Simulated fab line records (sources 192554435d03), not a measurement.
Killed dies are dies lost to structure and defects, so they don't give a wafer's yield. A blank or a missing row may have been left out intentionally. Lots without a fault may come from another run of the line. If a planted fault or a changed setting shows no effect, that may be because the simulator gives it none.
A lot that was struck, set against a sound lot + flow n5_finfet + 33 steps out of a route of 1938
Sound: the wafers L533.1, L533.2, L533.3. Wafers struck: L550.2, L550.4, L550.5. The cause is named last.
For every step that has rows: the tool of each side, followed by ch and its chambers, followed by its first start. Under that, the readings that differ: sound wafers + struck wafers + difference of the means + sigmas: that difference in standard deviations of wafers without a fault.
alike: words and numbers the same on both sides, and readings whose means are apart by under 2 such deviations; not compared: readings that were withheld, readings missing a value for some wafer, numbers with overlapping values and no deviation given by the record, and bounds like >300 which may hide the same value.
A row with sigmas, a row that says differs or no value, or rows on one side alone: a step with any of these is where the two part. Numbers that don't overlap but have no deviation are shown without sigmas and don't part them. A reading that every wafer of one side lacks parts them only if that side has two wafers or more.

first, 10 steps without rows for these wafers: N5_SD_EPI_P_PRECLEAN_51 (cleans in NF3:NH3, afs cycles 1, time 20 s, sublimation time 60 s); N5_SD_EPI_P_VAPOR_ETCH_44 (etches SiGe30 in NF3/Ar, time 3.3 s); N5_SD_EPI_P_EPI_21 (deposits SiGe:B, time 355 s); N5_SD_EPI_P_HM_STRIP_48 (strips SiNx in H3PO4, material SiNx, target depth 3 nm); N5_SD_EPI_P_SRD_49 (time 30 s); N5_SD_EPI_P_PRECLEAN_24 (cleans in O3/DIW, time 45 s); N5_SD_EPI_P_PRECLEAN_32 (cleans in dHF, time 10 s); N5_SD_EPI_P_PRECLEAN_33 (cleans in SC2, time 45 s); N5_SD_EPI_P_SRD_25 (time 30 s); N5_SD_ACTIVATION_RTA_00 (time 0 s).
N5_SD_ACTIVATION_LSA_01: time 0.0008 s.
  sound on laser_anneal-02 ch 0, day 3 10:00; struck on laser_anneal-02 ch 0, day 7 16:16
| reading          | sound                | struck               | difference | sigmas |
|------------------|----------------------|----------------------|------------|--------|
| wafer_temp_C_max | 1085.3 1083.9 1084.6 | 1033.4 1034.6 1035.1 | -50.2      | -62    |
N5_SD_ACTIVATION_RS_MEAS_03: a four-point-probe measurement.
  sound: film_metro-02 at day 3 10:13; struck: film_metro-02 at day 7 16:27
| reading          | sound          | struck         | difference | sigmas |
|------------------|----------------|----------------|------------|--------|
| RS_SD_N (ohm/sq) | 22.2 21.8 21.7 | 26.8 26.9 27.2 | +5.1       | +16    |
  alike: RS_SD_P
then, 19 steps without rows for these wafers: N5_ILD0_LINER_00 (material SiNx, target thk 4 nm, pulse time 1 s, purge time 2 s); N5_ILD0_FCVD_FILL_01 (material SiO2 flowable, target thk 200 nm, time 328.3 s); N5_ILD0_CURE_02 (time 1800 s); N5_ILD0_CMP_03 (polishes, stops on SiNx, t overpolish 1.9 s, target thk 197.38 nm); N5_ILD0_CMP_07 (polishes SiO2 flowable, stops on poly-Si, t overpolish 1.18 s, target thk 138.88 nm); N5_ILD0_PRECLEAN_10 (cleans in NF3:NH3, afs cycles 5, time 20 s, sublimation time 60 s); N5_ILD0_ALD_15 (deposits SiNx, target thk 24 nm, pulse time 1 s, ald cycles 480); N5_ILD0_CMP_12 (polishes SiNx, stops on poly-Si, t overpolish 6 s, target thk 17.67 nm); N5_SDB_HM_DEP_00 (deposits SiNx from SiH4/NH3/N2, target thk 40 nm, time 35.3 s); N5_SDB_COAT_03 (time 60 s, resist thk 100 nm); N5_SDB_COAT_04 (time 60 s, resist thk 18 nm); N5_SDB_COAT_05 (resist thk 90 nm); N5_SDB_EBR_07; N5_SDB_SOFTBAKE_06 (time 60 s); N5_SDB_EXPOSE_08 (exposes mask SDB); N5_SDB_PEB_09 (peb time 60 s); N5_SDB_DEVELOP_10 (develop time 30 s); N5_SDB_DESCUM_16 (chemistry O2, time 7.9 s); N5_SDB_ETCH_17 (etches SiARC in CF4, target depth 23.4 nm, time 39 s).
-- the record jumps here: 5 days lie between the struck wafers' starts before and after (it left off in module SDB and takes up again in module BEOL_M4, whose first step shown is number 1111 of the route) --
N5_BEOL_M4_RC_MEAS_101:
  sound on prober-02 ch 0, day 7 22:05; struck on prober-01 ch 0, day 12 10:20
| reading             | sound          | struck         | difference | sigmas |
|---------------------|----------------|----------------|------------|--------|
| RC_DENSE_N (ohm.um) | 18.9 18.7 18.1 | 21.8 21.9 21.4 | +3.1       | +6     |
| RC_N (ohm.um)       | 15.4 15.4 14.7 | 17.9 17.8 17.6 | +2.6       | +6     |
| REXT_N (ohm.um)     | 75.4 73.7 74.6 | 80.6 81.9 82.2 | +7.0       | +4     |
| RS_SD_N (ohm/sq)    | 28.5 28.5 28.1 | 33.8 34.0 34.3 | +5.7       | +14    |
  alike: DIBL_N, DIBL_P, IOFF_N, IOFF_P, ION_N, ION_P, SS_N, SS_P, VT_N, VT_P
N5_PASSIVATION_PROBE_49:
  sound wafers here have rows in the record (prober-02, day 12 01:20); struck ones have none

## WHERE THEY PART
Earliest at N5_SD_ACTIVATION_LSA_01; latest, in this record, at N5_PASSIVATION_PROBE_49.

WHY: what the simulator had put in
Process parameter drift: laser_anneal-02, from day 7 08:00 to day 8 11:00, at N5_SD_ACTIVATION_LSA_01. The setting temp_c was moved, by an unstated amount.
